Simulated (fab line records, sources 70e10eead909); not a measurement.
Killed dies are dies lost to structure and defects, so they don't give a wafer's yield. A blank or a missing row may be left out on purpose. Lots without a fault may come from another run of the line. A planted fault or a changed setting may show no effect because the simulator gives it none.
fab line records | flow nand_harc
record lots=5 wafers=15 last_day=31
route steps=1302 shown P_GATE@124
lots that met no fault: from a run of the same line without faults
start_h: hours from the record's first day to the start of the lot's first wafer shown | wait_h: hours since the lot's step before | " the same as in the row above | L1.1+2: a row that stands for several wafers | - no value, or no start given | * or withheld: withheld | < > ~ a bound
route shown NAME@n: a module of which the file shows steps, and the number in the route of the first | usual: mean/standard deviation of fault-free wafers | same: alike in all rows | chamber/n: place in a boat | sites: the reading at each site | _std_site: their standard deviation | _edge_site: outer sites' mean less inner sites' | radius_mm: how far each site lies from the wafer's centre | mask NAME#n: copy n | behind: the tool/chamber that last shaped the wafer | hold: why the lot was held/for how many hours/how that ended | device: the transistor (n, p or np) that didn't switch | end of line: the same wafers' tests at the end of the route | a step without rows: its recipe alone | killed: dies lost to structure and defects at the first sort, not the wafer's yield | map: a wafer's dies, x killed, . not, _ none there
set.NAME: the setting as run; set.NAME@STEP: as run at that earlier step | model.NAME: the simulator's own value behind a step, which no gauge read
lots at some steps of the route; a table a step, a row a wafer
services: from which hour (start_h, from the record's first day; less than 0 if before it) a tool's chamber was out of use, for how many hours, and why
## steps
# step NHARC_P_GATE_DESCUM_13
# recipe time_s=3 o2_flow_sccm=200 ar_flow_sccm=0 bias_power_w=0 chemistry=O2
# usual drypump_motor_current_A=5.9/0.67 mfc_ar_sccm=0.006/0.0088 oes_product_au=0.999/0.0094 rf_vpp_V=57.6/0.92 showerhead_plenum_p_Torr=1.87/0.072 throttle_valve_pct=11.312/0.0098
# same time_s=3
# columns lot.wafer tool chamber start_h wait_h drypump_motor_current_A mfc_ar_sccm oes_product_au rf_hours_counter_h rf_vpp_V showerhead_plenum_p_Torr throttle_valve_pct
L074.1 rie_diel-12 0 87.87 - 6.6 0.003 1.003 8.2 58.8 1.98 11.314
L074.3 " 1 " " 4.7 0 1.013 8.2 56.4 1.79 11.311
L074.5 " 3 " " 5.9 0 0.986 - 57.6 1.79 11.298
L082.3 rie_diel-12 3 167.41 - 5.9 0 1.003 1.9 56.2 1.79 11.302
L082.1 " 0 " " 6.6 0.003 1.011 4.0 57.5 1.98 11.329
L082.5 " 3 " " 5.9 0 0.994 - 55.7 1.79 11.314
L083.3 rie_diel-09 3 172.18 - 5.2 0.026 0.984 0.8 56.3 1.88 11.303
L083.1 " 0 " " 4.9 0 1.002 0.9 58.1 1.79 11.309
L083.6 " 2 " " 6.4 0.021 0.995 - 57.8 1.95 11.293
L086.2 rie_diel-12 1 201.33 - 4.7 0 0.999 6.0 56.5 1.79 11.325
L086.1 " 2 " " 6.7 0.011 0.994 6.7 56.5 1.86 11.294
L086.3 " 3 " " 5.8 0 1.000 5.8 55.2 1.79 11.313
L093.1 rie_diel-04 0 271.12 - 5.6 0 1.009 4.9 58.6 1.93 11.305
L093.2 " 1 " " 5.7 0 0.993 5.0 57.9 1.79 11.328
L093.6 " 0 " " 5.7 0 1.011 - 58.0 1.92 11.316
# step NHARC_P_GATE_ETCH_14
# recipe target_depth_a=488 chemistry=dHF material=SiO2
# columns lot.wafer tool chamber start_h wait_h
L074.1+5+3 wet_bench-02 4,5,7 88.00 0.1
L082.3+1+5 wet_bench-02 3,4,6 167.58 0.1
L083.6+1+3 wet_bench-02 4,5,6 172.31 0.1
L086.3+1+2 wet_bench-02 2,3,4 201.49 0.1
L093.6+2+1 wet_bench-01 0,1,2 271.26 0.1
# step NHARC_P_GATE_STRIP_15
# recipe time_s=780 temp_c=130 chemistry=SPM
# usual bath_heat_duty_pct=14.7/1.6
# same time_s=780
# columns lot.wafer tool chamber start_h wait_h bath_heat_duty_pct
L074.1 wet_bench-02 4 88.04 0.0 15.0
L074.5 " 5 " " 16.8
L074.3 " 7 " " 13.6
L082.3 wet_bench-02 3 167.66 0.1 14.6
L082.1 " 4 " " 15.7
L082.5 " 6 " " 12.7
L083.6 wet_bench-02 4 172.35 0.0 16.7
L083.1 " 5 " " 15.9
L083.3 " 6 " " 13.6
L086.3 wet_bench-02 2 201.53 0.0 12.9
L086.1 " 3 " " 15.9
L086.2 " 4 " " 17.2
L093.6 wet_bench-01 0 271.30 0.0 12.8
L093.2 " 1 " " 13.7
L093.1 " 2 " " 15.0
# step NHARC_P_GATE_PRECLEAN_71
# recipe time_s=* temp_c=50 bath_age_min=0 chemistry=SC1
# usual bath_heat_duty_pct=7.0/0.81 h2o2_flow_mL_min=56.60/0.19
# same time_s=*
# columns lot.wafer tool chamber start_h wait_h bath_heat_duty_pct h2o2_flow_mL_min
L074.1 wet_bench-02 4 - - 7.9 56.51
L074.5 " 5 " " 8.3 56.71
L074.3 " 7 " " 7.0 56.18
L082.3 wet_bench-02 3 - - 6.5 56.52
L082.1 " 4 " " 7.5 56.47
L082.5 " 6 " " 6.3 56.59
L083.6 wet_bench-02 4 - - 7.2 56.70
L083.1 " 5 " " 6.1 56.62
L083.3 " 6 " " 7.0 56.63
L086.3 wet_bench-02 2 - - 6.0 56.49
L086.1 " 3 " " 7.8 56.73
L086.2 " 4 " " 7.3 56.45
L093.6 wet_bench-01 0 - - 7.5 56.69
L093.2 " 1 " " 6.3 57.00
L093.1 " 2 " " 7.9 57.03
# step NHARC_P_GATE_SRD_72
# columns lot.wafer tool chamber start_h wait_h
L074.1+5+3 wet_bench-02 4,5,7 - -
L082.3+1+5 wet_bench-02 3,4,6 - -
L083.6+1+3 wet_bench-02 4,5,6 - -
L086.3+1+2 wet_bench-02 2,3,4 - -
L093.6+2+1 wet_bench-01 0,1,2 - -
# step NHARC_P_GATE_OXIDE_16
# recipe target_thk_a=30 temp_c=875 ox_time_s=392 material=SiO2
# usual ox_temp_c=875.0/0.36 spike_tc_bottom_C=894.1/2.3 spike_tc_top_C=889.8/2
# columns lot.wafer tool chamber start_h wait_h ox_temp_c spike_tc_bottom_C spike_tc_top_C
L074.1 furnace-04 0 91.45 - 875.1 891.6 888.2
L074.3 " 0 " " 874.8 892.0 888.3
L074.5 " 0 " " 875.5 890.9 889.1
L082.1 furnace-02 0 171.26 - 875.1 897.4 893.0
L082.3 " 0 " " 874.5 896.8 891.3
L082.5 " 0 " " 874.6 895.7 892.1
L083.1 furnace-04 0 175.78 - 875.5 892.0 888.7
L083.3 " 0 " " 875.3 889.9 888.8
L083.6 " 0 " " 874.5 891.9 888.6
L086.1 furnace-02 0 205.07 - 875.1 896.0 889.6
L086.2 " 0 " " 875.4 896.8 890.3
L086.3 " 0 " " 875.5 894.9 891.2
L093.1 furnace-07 0 275.08 - 874.4 895.0 887.9
L093.2 " 0 " " 875.1 895.7 887.4
L093.6 " 0 " " 875.1 896.4 889.0
# step NHARC_P_GATE_CVD_17
# recipe target_thk_a=1500 temp_c=620 time_s=900 material=poly-Si
# usual spike_tc_bottom_C=639.4/2.5 spike_tc_top_C=636.7/2.4
# same time_s=900
# columns lot.wafer tool chamber start_h wait_h spike_tc_bottom_C spike_tc_top_C
L074.1 lpcvd_poly-02 0 97.59 2.6 642.4 634.9
L074.3 " 0 " " 642.4 635.4
L074.5 " 0 " " 643.2 638.3
L082.1 lpcvd_poly-04 0 177.36 2.5 639.7 636.6
L082.3 " 0 " " 641.1 638.6
L082.5 " 0 " " 639.3 641.5
L083.1 lpcvd_poly-04 0 181.90 2.5 639.9 638.3
L083.3 " 0 " " 639.4 638.3
L083.6 " 0 " " 639.9 638.4
L086.1 lpcvd_poly-03 0 211.33 2.7 638.6 632.4
L086.2 " 0 " " 638.6 633.4
L086.3 " 0 " " 634.1 634.8
L093.1 lpcvd_poly-02 0 282.49 3.8 643.6 636.9
L093.2 " 0 " " 645.3 636.3
L093.6 " 0 " " 643.4 637.1
# step NHARC_P_GATE_HM_DEP_102
# recipe target_thk_a=1200 temp_c=400 material=aC
# usual throttle_valve_pct=35.000/0.0091
# columns lot.wafer tool chamber start_h wait_h throttle_valve_pct
L074.1 acl_dep-01 0 100.20 0.4 34.989
L074.3 " 0 " " 34.989
L074.5 " 0 " " 34.991
L082.1 acl_dep-02 0 183.27 3.7 35.006
L082.3 " 0 " " 35.013
L082.5 " 0 " " 34.998
L083.1 acl_dep-02 0 184.50 0.4 34.989
L083.3 " 0 " " 35.016
L083.6 " 0 " " 34.998
L086.1 acl_dep-03 0 214.58 1.0 34.987
L086.2 " 0 " " 35.005
L086.3 " 0 " " 35.009
L093.1 acl_dep-02 0 285.11 0.4 35.012
L093.2 " 0 " " 34.997
L093.6 " 0 " " 34.993
# step NHARC_P_GATE_DEP_103
# recipe target_thk_a=300 target_thk_nm=30 temp_c=400 flow_sccm=200 rf_w=350 material=SiON
# usual heater_power_w=725/74
# columns lot.wafer tool chamber start_h wait_h heater_power_w
L074.3 pecvd-02 2 100.85 0.3 770
L074.1 " 1 " " 811
L074.5 " 1 " " 793
L082.1 pecvd-04 0 183.93 0.6 636
L082.3 " 2 " " 841
L082.5 " 0 " " 652
L083.1 pecvd-02 0 185.15 0.5 533
L083.3 " 1 " " 714
L083.6 " 1 " " 726
L086.3 pecvd-03 2 215.24 0.3 723
L086.1 " 0 " " 720
L086.2 " 1 " " 768
L093.1 pecvd-02 0 285.77 0.6 636
L093.2 " 1 " " 752
L093.6 " 1 " " 762
# step NHARC_P_GATE_DEHYDRATE_18
# recipe temp_c=150 time_s=120
# usual plate_temp_C=149.96/0.14 resist_line_temp_C=23.00/0.12
# same time_s=120
# columns lot.wafer tool chamber start_h wait_h plate_temp_C resist_line_temp_C
L074.1 litho_track-04 0 101.12 0.2 149.70 23.05
L074.3 " 0 " " 150.06 22.90
L074.5 " 0 " " 149.84 23.12
L082.1 litho_track-01 0 184.20 0.2 149.82 23.24
L082.3 " 0 " " 149.94 23.19
L082.5 " 0 " " 149.90 23.20
L083.1 litho_track-01 0 185.42 0.2 149.82 22.85
L083.3 " 0 " " 150.24 23.07
L083.6 " 0 " " 150.05 22.89
L086.1 litho_track-04 0 215.52 0.2 150.03 22.85
L086.2 " 0 " " 150.05 22.97
L086.3 " 0 " " 150.19 23.02
L093.1 litho_track-06 0 286.04 0.2 149.59 23.07
L093.2 " 0 " " 150.00 22.98
L093.6 " 0 " " 149.84 23.08
# step NHARC_P_GATE_HMDS_19
# recipe time_s=30
# usual resist_line_temp_C=23.00/0.098
# same time_s=30
# columns lot.wafer tool chamber start_h wait_h resist_line_temp_C
L074.1 litho_track-04 0 - - 22.91
L074.3 " 0 " " 23.01
L074.5 " 0 " " 22.95
L082.1 litho_track-01 0 - - 22.91
L082.3 " 0 " " 23.06
L082.5 " 0 " " 22.96
L083.1 litho_track-01 0 - - 23.08
L083.3 " 0 " " 22.97
L083.6 " 0 " " 22.99
L086.1 litho_track-04 0 - - 23.02
L086.2 " 0 " " 23.03
L086.3 " 0 " " 22.97
L093.1 litho_track-06 0 - - 22.96
L093.2 " 0 " " 22.91
L093.6 " 0 " " 22.92
# step NHARC_P_GATE_COAT_20
# recipe spin_rpm=1500 resist_thk_nm=90
# usual resist_line_temp_C=22.97/0.1
# columns lot.wafer tool chamber start_h wait_h resist_line_temp_C
L074.1 litho_track-04 0 - - 22.87
L074.3 " 0 " " 22.95
L074.5 " 0 " " 23.18
L082.1 litho_track-01 0 - - 22.98
L082.3 " 0 " " 22.87
L082.5 " 0 " " 23.18
L083.1 litho_track-01 0 - - 23.02
L083.3 " 0 " " 23.10
L083.6 " 0 " " 23.13
L086.1 litho_track-04 0 - - 22.97
L086.2 " 0 " " 22.90
L086.3 " 0 " " 22.92
L093.1 litho_track-06 0 - - 22.96
L093.2 " 0 " " 22.90
L093.6 " 0 " " 22.99
# step NHARC_P_GATE_SOFTBAKE_21
# recipe temp_c=105 time_s=55
# usual plate_temp_C=105.00/0.13 resist_line_temp_C=22.98/0.093
# same time_s=55
# columns lot.wafer tool chamber start_h wait_h plate_temp_C resist_line_temp_C
L074.1 litho_track-04 0 - - 105.13 23.11
L074.3 " 0 " " 105.05 22.95
L074.5 " 0 " " 104.94 22.94
L082.1 litho_track-01 0 - - 105.16 22.98
L082.3 " 0 " " 105.07 22.88
L082.5 " 0 " " 105.00 22.99
L083.1 litho_track-01 0 - - 104.88 22.92
L083.3 " 0 " " 104.83 22.99
L083.6 " 0 " " 104.72 23.02
L086.1 litho_track-04 0 - - 104.81 23.09
L086.2 " 0 " " 104.94 23.01
L086.3 " 0 " " 105.15 23.22
L093.1 litho_track-06 0 - - 105.01 23.06
L093.2 " 0 " " 104.94 23.13
L093.6 " 0 " " 104.94 22.92
# step NHARC_P_GATE_EBR_22
# usual resist_line_temp_C=23.00/0.12
# columns lot.wafer tool chamber start_h wait_h resist_line_temp_C
L074.1 litho_track-04 0 - - 22.93
L074.3 " 0 " " 22.89
L074.5 " 0 " " 22.87
L082.1 litho_track-01 0 - - 23.06
L082.3 " 0 " " 23.09
L082.5 " 0 " " 23.06
L083.1 litho_track-01 0 - - 23.15
L083.3 " 0 " " 22.91
L083.6 " 0 " " 23.08
L086.1 litho_track-04 0 - - 22.95
L086.2 " 0 " " 23.11
L086.3 " 0 " " 23.18
L093.1 litho_track-06 0 - - 22.98
L093.2 " 0 " " 23.17
L093.6 " 0 " " 23.10
# step NHARC_P_GATE_EXPOSE_23
# recipe na=1.35 target_cd_nm=120 dose_mj=93.91 mask_id=P_GATE
# columns lot.wafer tool chamber start_h wait_h mask
L074.1+3+5 arfi_scanner-01 0 101.39 - P_GATE#0
L082.1+3+5 arfi_scanner-02 0 184.34 - P_GATE#0
L083.1+3+6 arfi_scanner-03 0 185.69 - P_GATE#0
L086.1+2+3 arfi_scanner-03 0 215.79 - P_GATE#0
L093.1+2+6 arfi_scanner-01 0 286.18 - P_GATE#0
# step NHARC_P_GATE_PEB_24
# recipe peb_temp_c=100 peb_time_s=65
# usual plate_temp_C=100.03/0.11 resist_line_temp_C=23.01/0.096
# columns lot.wafer tool chamber start_h wait_h plate_temp_C resist_line_temp_C
L074.1 litho_track-06 0 101.45 0.1 100.23 23.00
L074.3 " 0 " " 100.18 22.97
L074.5 " 0 " " 100.07 23.01
L082.1 litho_track-04 0 184.40 0.1 100.24 22.88
L082.3 " 0 " " 100.17 23.02
L082.5 " 0 " " 100.10 23.07
L083.1 litho_track-04 0 185.75 0.1 99.96 22.95
L083.3 " 0 " " 99.93 22.98
L083.6 " 0 " " 100.11 23.00
L086.1 litho_track-06 0 215.85 0.1 100.20 23.10
L086.2 " 0 " " 100.07 22.93
L086.3 " 0 " " 100.08 22.95
L093.1 litho_track-04 0 286.25 0.1 100.01 23.07
L093.2 " 0 " " 99.95 22.99
L093.6 " 0 " " 100.04 23.03
# step NHARC_P_GATE_DEVELOP_25
# recipe develop_time_s=35 dev_temp_c=23
# usual resist_line_temp_C=23.00/0.1
# columns lot.wafer tool chamber start_h wait_h resist_line_temp_C
L074.1 litho_track-06 0 - - 22.89
L074.3 " 0 " " 22.87
L074.5 " 0 " " 22.85
L082.1 litho_track-04 0 - - 22.90
L082.3 " 0 " " 22.85
L082.5 " 0 " " 22.90
L083.1 litho_track-04 0 - - 23.11
L083.3 " 0 " " 23.07
L083.6 " 0 " " 22.95
L086.1 litho_track-06 0 - - 23.02
L086.2 " 0 " " 22.90
L086.3 " 0 " " 23.01
L093.1 litho_track-04 0 - - 22.82
L093.2 " 0 " " 22.77
L093.6 " 0 " " 22.91
## services
# columns tool chamber start_h hours kind
wet_bench-02 - 68.05 8.0 pm
wet_bench-01 - 78.75 1.0 repair
arfi_scanner-01 - 80.00 4.0 pm
wet_bench-01 - 83.09 1.5 repair
rie_diel-12 - 91.40 9.0 pm
pecvd-02 - 96.38 1.6 repair
wet_bench-01 - 101.60 8.0 pm
rie_diel-12 3 105.20 9.5 repair
rie_diel-12 1 115.62 12.3 repair
arfi_scanner-03 - 115.85 1.4 repair
rie_diel-12 3 139.04 2.6 repair
litho_track-01 - 155.00 7.0 pm
rie_diel-12 1 165.31 4.3 repair
litho_track-06 - 179.00 7.0 pm
arfi_scanner-03 - 196.00 4.0 pm
litho_track-04 - 203.00 7.0 pm
lpcvd_poly-02 - 208.13 26.0 pm
pecvd-02 - 218.23 0.7 repair
pecvd-02 - 227.13 13.0 pm
lpcvd_poly-02 - 241.19 11.3 repair
acl_dep-02 - 242.23 13.0 pm
wet_bench-02 - 244.05 8.0 pm
rie_diel-12 - 268.40 9.0 pm
wet_bench-01 - 277.60 8.0 pm
## key
fault none
